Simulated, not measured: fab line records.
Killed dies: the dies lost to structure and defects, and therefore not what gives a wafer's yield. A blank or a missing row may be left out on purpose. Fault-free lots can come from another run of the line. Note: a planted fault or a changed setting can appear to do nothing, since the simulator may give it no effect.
Matching of chambers :: flow n5 finfet :: 4 sister chambers for N5_BEOL_M8_ETCH_62 on rie diel-01
The step etches SOC in N2/H2, target depth 110 nm, overetch 22 nm, time 165 s. 22 wafers are shown with their chamber, then 11 later ones without.

EACH WAFER AND ITS CHAMBER
wafer: L076.3
chamber: 3
showerhead plenum p Torr (Torr): 2.45
drypump motor current A (A): 6.2
throttle valve pct (%): 17.76

wafer: L076.5
chamber: 3
showerhead plenum p Torr (Torr): 2.45
drypump motor current A (A): 6.2
throttle valve pct (%): 17.74

wafer: L076.6
chamber: 2
showerhead plenum p Torr (Torr): 2.56
drypump motor current A (A): 5.6
throttle valve pct (%): 17.98

wafer: L077.1
chamber: 2
showerhead plenum p Torr (Torr): 2.56
drypump motor current A (A): 5.6
throttle valve pct (%): 17.96

wafer: L077.2
chamber: 1
showerhead plenum p Torr (Torr): 2.70
drypump motor current A (A): 5.0
throttle valve pct (%): 17.62

wafer: L077.6
chamber: 2
showerhead plenum p Torr (Torr): 2.56
drypump motor current A (A): 5.6
throttle valve pct (%): 17.97

wafer: L079.2
chamber: 3
showerhead plenum p Torr (Torr): 2.44
drypump motor current A (A): 6.2
throttle valve pct (%): 17.77

wafer: L079.3
chamber: 1
showerhead plenum p Torr (Torr): 2.69
drypump motor current A (A): 5.0
throttle valve pct (%): 17.66

wafer: L079.6
chamber: 0
showerhead plenum p Torr (Torr): 2.45
drypump motor current A (A): 6.3
throttle valve pct (%): 17.70

wafer: L082.4
chamber: 1
showerhead plenum p Torr (Torr): 2.69
drypump motor current A (A): 5.1
throttle valve pct (%): 17.66

wafer: L082.5
chamber: 3
showerhead plenum p Torr (Torr): 2.44
drypump motor current A (A): 6.2
throttle valve pct (%): 17.77

wafer: L082.6
chamber: 0
showerhead plenum p Torr (Torr): 2.45
drypump motor current A (A): 6.2
throttle valve pct (%): 17.71

wafer: L085.2
chamber: 1
showerhead plenum p Torr (Torr): 2.69
drypump motor current A (A): 5.0
throttle valve pct (%): 17.67

wafer: L085.3
chamber: 0
showerhead plenum p Torr (Torr): 2.44
drypump motor current A (A): 6.3
throttle valve pct (%): 17.74

wafer: L085.4
chamber: 3
showerhead plenum p Torr (Torr): 2.44
drypump motor current A (A): 6.2
throttle valve pct (%): 17.78

wafer: L087.1
chamber: 1
showerhead plenum p Torr (Torr): 2.69
drypump motor current A (A): 5.0
throttle valve pct (%): 17.67

wafer: L087.4
chamber: 3
showerhead plenum p Torr (Torr): 2.44
drypump motor current A (A): 6.2
throttle valve pct (%): 17.79

wafer: L087.5
chamber: 1
showerhead plenum p Torr (Torr): 2.69
drypump motor current A (A): 5.0
throttle valve pct (%): 17.67

wafer: L088.1
chamber: 1
showerhead plenum p Torr (Torr): 2.68
drypump motor current A (A): 5.0
throttle valve pct (%): 17.68

wafer: L088.3
chamber: 0
showerhead plenum p Torr (Torr): 2.44
drypump motor current A (A): 6.2
throttle valve pct (%): 17.77

wafer: L088.6
chamber: 0
showerhead plenum p Torr (Torr): 2.44
drypump motor current A (A): 6.2
throttle valve pct (%): 17.77

wafer: L091.2
chamber: 3
showerhead plenum p Torr (Torr): 2.43
drypump motor current A (A): 6.2
throttle valve pct (%): 17.80

SIGNATURES (averages over the wafers above)
reading: showerhead plenum p Torr
chamber 0: 2.4440
chamber 1: 2.6900
chamber 2: 2.5600
chamber 3: 2.4414
scatter within a chamber: 0.0058

reading: drypump motor current A
chamber 0: 6.240
chamber 1: 5.014
chamber 2: 5.600
chamber 3: 6.200
scatter within a chamber: 0.0338

reading: throttle valve pct
chamber 0: 17.7380
chamber 1: 17.6614
chamber 2: 17.9700
chamber 3: 17.7729
scatter within a chamber: 0.0225
Rule: distance of a wafer from a chamber = root of the sum over the readings of ((wafer's reading minus chamber's mean) / reading's scatter) squared. If the next closest chamber is less than 2 further off than the closest, the wafer can't be placed; otherwise it belongs to the closest. How the scatter is found: for the shown wafers, subtract from each reading the mean of its chamber, square and add these, divide the total by (wafers less chambers), then take the root.

WAFERS WHOSE CHAMBER IS MISSING
wafer: L091.4
showerhead plenum p Torr (Torr): 2.68
drypump motor current A (A): 5.0
throttle valve pct (%): 17.67

wafer: L091.5
showerhead plenum p Torr (Torr): 2.44
drypump motor current A (A): 6.2
throttle valve pct (%): 17.75

wafer: L096.2
showerhead plenum p Torr (Torr): 2.54
drypump motor current A (A): 5.6
throttle valve pct (%): 18.02

wafer: L096.4
showerhead plenum p Torr (Torr): 2.68
drypump motor current A (A): 5.0
throttle valve pct (%): 17.70

wafer: L096.6
showerhead plenum p Torr (Torr): 2.43
drypump motor current A (A): 6.3
throttle valve pct (%): 17.79

wafer: L092.1
showerhead plenum p Torr (Torr): 2.43
drypump motor current A (A): 6.1
throttle valve pct (%): 17.81

wafer: L092.2
showerhead plenum p Torr (Torr): 2.54
drypump motor current A (A): 5.6
throttle valve pct (%): 18.04

wafer: L092.5
showerhead plenum p Torr (Torr): 2.43
drypump motor current A (A): 6.3
throttle valve pct (%): 17.77

wafer: L094.3
showerhead plenum p Torr (Torr): 2.54
drypump motor current A (A): 5.6
throttle valve pct (%): 18.02

wafer: L094.4
showerhead plenum p Torr (Torr): 2.68
drypump motor current A (A): 5.0
throttle valve pct (%): 17.73

wafer: L094.5
showerhead plenum p Torr (Torr): 2.54
drypump motor current A (A): 5.6
throttle valve pct (%): 18.04

THE CHAMBER EACH PASSED THROUGH
wafer: L091.4
from the rows above: 1
in truth: 1

wafer: L091.5
from the rows above: can't be placed: 3 or 0
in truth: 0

wafer: L096.2
from the rows above: 2
in truth: 2

wafer: L096.4
from the rows above: 1
in truth: 1

wafer: L096.6
from the rows above: can't be placed: 3 or 0
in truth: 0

wafer: L092.1
from the rows above: can't be placed: 3 or 0
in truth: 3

wafer: L092.2
from the rows above: 2
in truth: 2

wafer: L092.5
from the rows above: can't be placed: 0 or 3
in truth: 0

wafer: L094.3
from the rows above: 2
in truth: 2

wafer: L094.4
from the rows above: 1
in truth: 1

wafer: L094.5
from the rows above: 2
in truth: 2
7 of 11 placed correctly. Not placeable from these rows: 4 (in 4, the candidates include the true chamber). Number placed wrongly: 0.
